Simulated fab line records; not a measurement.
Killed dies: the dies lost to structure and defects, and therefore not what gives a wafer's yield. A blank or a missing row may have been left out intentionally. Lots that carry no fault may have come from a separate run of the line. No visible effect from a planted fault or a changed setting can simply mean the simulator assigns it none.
2 desks, one fault    flow n5 finfet    what lay behind the numbers comes last; until then each desk has only its own

AT THE METROLOGY DESK
Lot by lot, what the gauges showed, no matter which tool ran the lot: averages of those sampled wafers that carry a number. Marked OUT: a lot whose mean sits more than 4 standard deviations from the usual mean, which makes it out of limits; the brackets give that distance. Readings shown: 7 of its 11, picked as those furthest out on some lot.
Columns: A = DIBL_N at N5_BEOL_M4_RC_MEAS_101, usual 35.8 mV/V; B = DIBL_P at N5_BEOL_M4_RC_MEAS_101, usual 36.0 mV/V; C = IOFF_N at N5_BEOL_M4_RC_MEAS_101, usual 0.153 nA/um; D = IOFF_P at N5_BEOL_M4_RC_MEAS_101, usual 0.21 nA/um; E = ION_N at N5_BEOL_M4_RC_MEAS_101, usual 673 uA/um; F = SS_N at N5_BEOL_M4_RC_MEAS_101, usual 71.4 mV/dec; G = VT_P at N5_BEOL_M4_RC_MEAS_101, usual -250 mV
lot   first seen here  A     B     C      D     E    F     G
L176  day 6 02:16      36.2  37.2  0.171  0.23  682  71.0  -248
L177  day 6 13:24      36.1  36.6  0.147  0.19  673  71.5  -252
L179  day 6 21:20      38.1  37.6  0.171  0.23  681  71.9  -251
L180  day 6 21:59      37.2  36.0  0.185  0.24  691  71.0  -244
L183  day 7 18:35      32.9  32.2  0.108  0.15  653  70.4  -255
L189  day 9 14:22      34.5  35.3  0.148  0.21  675  71.4  -249
L192  day 10 01:04     36.5  35.0  0.146  0.20  668  71.4  -251
L194  day 10 07:09     34.5  33.2  0.117  0.15  660  71.1  -256
L195  day 10 19:40     36.2  36.2  0.156  0.20  670  71.4  -251
Result from this desk: across the 9 lots, nothing is out of limits.

AT THE TOOL OWNER'S DESK: litho track-01
The tool's own readings at N5_BEOL_M1_COAT_22 (resist thk 30 nm): means of the sampled wafers that have a number, for each lot that ran on this tool. Marked OUT: a lot whose mean sits more than 4 standard deviations from the usual mean, which makes it out of limits; the brackets give that distance.
Columns: A = exhaust pa at N5_BEOL_M1_COAT_22, usual 44.9 Pa; B = spin speed rpm at N5_BEOL_M1_COAT_22, usual 1499.9 rpm
lot   first seen here  A     B
L176  day 6 03:42      45.5  1499.3
L179  day 6 23:13      44.7  1499.9
L180  day 6 23:39      43.6  1500.7
L183  day 7 22:23      44.3  1500.6
L192  day 10 03:18     44.3  1834.5 (+99 or more) OUT
L194  day 10 10:21     44.8  1835.2 (+99 or more) OUT
This desk's finding: out of limits on L192, L194; first on L192, day 10 03:18 (spin speed rpm at N5_BEOL_M1_COAT_22). In limits: L176, L179, L180, L183.

TAKEN TOGETHER
An alarm could have come from the tool owner's desk at day 10 03:18, on L192, L194.
The metrology desk saw nothing out of limits.
The metrology desk has L192, L194 on record, within its limits.
The lots listed all ran N5_BEOL_M1_COAT_22 on litho track-01.

WHAT HAD BEEN PUT IN BY THE SIMULATOR
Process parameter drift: litho track-01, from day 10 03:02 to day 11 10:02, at N5_BEOL_M1_COAT_22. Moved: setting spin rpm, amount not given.
Shown lots that were struck: L192, L194.
Time in hours from fault onset to the first out-of-limits reading at each desk: the tool owner's desk, 0.
